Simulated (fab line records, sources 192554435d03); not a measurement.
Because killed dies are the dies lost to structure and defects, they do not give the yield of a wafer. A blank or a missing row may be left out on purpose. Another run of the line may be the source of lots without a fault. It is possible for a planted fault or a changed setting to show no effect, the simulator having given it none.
8D (eight disciplines) problem report, filled in by code + flow n5_finfet + the parts of the form that need people (team, actions taken, sign-off) are left out

== 1. THE ISSUE ==
At N5_BEOL_M12_COAT_58, spin_speed_rpm averages 1719.9 rpm over 6 wafers from 2 lots, while fault-free wafers read 1500.1 rpm, standard deviation 1. That is +99 or more standard deviations from the usual mean.
The step: time 60 s, resist thk 89 nm.
Earliest sighting: wafer L952.1 on litho_track-05 at day 12 23:19. Wafers with a number at this step in the record: 33, from 11 lots. The rule behind "out" and "out of limits": a value lying over 4 standard deviations away from the usual mean. Any other wafer with a number is counted as sound.

== 2. WHAT THIS IS AND IS NOT ==
| question                    | is                     | is not                                                                                 |
|-----------------------------|------------------------|----------------------------------------------------------------------------------------|
| which readings at this step | spin_speed_rpm         | heater_power_total_W                                                                   |
| which lots                  | L952, L953             | L944, L945, L946, L948, L951, L959, L960, L964, L967                                   |
| which wafers of those lots  | all that have a number | -                                                                                      |
| read on which tools         | litho_track-05         | litho_track-03, litho_track-04                                                         |
| when                        | from day 12 23:19      | up to then (15 sound wafers); but 12 sound wafers of L959, L960, L964, L967 came after |

== 3. SUSPECTS, AND WHAT RULES EACH OUT ==
Counting: a tool at a process step up to the reading stays a suspect if it ran every lot that is out and no sound lot after the first of them.
- pecvd-03 at N5_BEOL_M12_ILD_DEP_00 (deposits SiOC from DEMS/O2, target thk 658.92 nm, time 130.7 s): ruled out as a lasting fault. After its first lot that is out, L952 (day 12 22:58), sound lots L967 ran on it.
- litho_track-05 at N5_BEOL_M12_COAT_58 (time 60 s, resist thk 89 nm): ruled out as a lasting fault. After its first lot that is out, L952 (day 12 23:19), sound lots L964 ran on it.
Left after counting: nothing in the record.

== 4. THE CAUSE (what the simulator had put in) ==
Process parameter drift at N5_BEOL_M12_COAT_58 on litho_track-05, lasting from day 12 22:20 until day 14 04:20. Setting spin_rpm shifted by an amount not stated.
Counting ruled it out, wrongly.

== 5. SEQUENCE OF EFFECTS, ordered by route ==
Rows list readings where the struck wafers' mean (over those with a number) sits beyond 3 standard deviations from the usual. Scope: only readings with a usual standard deviation given in the record; hours: median across lots of the time from each lot's start at the first step in this table that gives one to its start at this step; sigmas: change in usual standard deviations.
| hours | step                 | reading                  | usual      | on struck wafers | change | sigmas      |
|-------|----------------------|--------------------------|------------|------------------|--------|-------------|
| 0     | N5_BEOL_M12_COAT_58  | spin_speed_rpm           | 1500.1 rpm | 1719.9           | +219.8 | +99 or more |
| 1     | N5_BEOL_M12_STRIP_64 | strip_time_to_endpoint_s | 31.35 s    | 29.69            | -1.66  | -26         |
Here are the process steps it includes:
- N5_BEOL_M12_COAT_58: time 60 s, resist thk 89 nm.
- N5_BEOL_M12_STRIP_64: strips in N2/H2.

== 6. HOW IT WOULD HAVE BEEN CAUGHT EARLIER ==
In this record the first reading out of limits was taken at day 12 23:19, 1 hour after the fault began at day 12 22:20.
